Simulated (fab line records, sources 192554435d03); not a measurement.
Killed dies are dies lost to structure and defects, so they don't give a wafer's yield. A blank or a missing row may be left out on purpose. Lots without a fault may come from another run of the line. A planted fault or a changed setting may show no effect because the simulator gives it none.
Chamber matching | flow n5_finfet | N5_SDB_HM_DEP_00 on pecvd-04: 3 sister chambers
The step deposits SiNx from SiH4/NH3/N2, target thk 40 nm, time 35.3 s. 6 wafers are shown with their chamber, then 9 later ones without.

WAFERS WITH THEIR CHAMBER
wafer  | chamber | throttle_valve_pct (%) | showerhead_plenum_p_Torr (Torr)
L083.4 | 1       | 38.6                   | 5.05
L083.5 | 0       | 36.6                   | 5.22
L083.6 | 2       | 39.6                   | 5.14
L086.1 | 0       | 36.2                   | 5.22
L086.2 | 1       | 38.5                   | 5.04
L086.3 | 2       | 39.5                   | 5.14

WAFERS WITHOUT THEIR CHAMBER
wafer  | throttle_valve_pct (%) | showerhead_plenum_p_Torr (Torr)
L092.2 | 36.2                   | 5.22
L092.3 | 38.5                   | 5.08
L092.5 | 39.6                   | 5.14
L093.1 | 36.3                   | 5.21
L093.4 | 39.7                   | 5.14
L093.6 | 36.4                   | 5.23
L097.2 | 38.7                   | 5.06
L097.3 | 38.6                   | 5.05
L097.4 | 36.4                   | 5.22

WHICH CHAMBER EACH WENT THROUGH
wafer  | from the rows above | in truth
L092.2 | 0                   | 0
L092.3 | 1                   | 1
L092.5 | 2                   | 2
L093.1 | 0                   | 0
L093.4 | 2                   | 2
L093.6 | 0                   | 0
L097.2 | 1                   | 1
L097.3 | 1                   | 1
L097.4 | 0                   | 0
Placed correctly: 9 of 9. Can't be placed from these rows: 0. Placed wrongly: 0.
How it was worked out, from the rows above alone: a wafer's distance from a chamber is the root of the sum, over the readings, of the square of ((its reading less the chamber's mean) divided by the reading's scatter). The wafer belongs to the nearest chamber; if the next one is less than 2 further off, it can't be placed. A chamber's mean is the mean of its shown wafers. The scatter: the root of (the sum of the squares of (reading less its chamber's mean) over the shown wafers, divided by (wafers less chambers)).
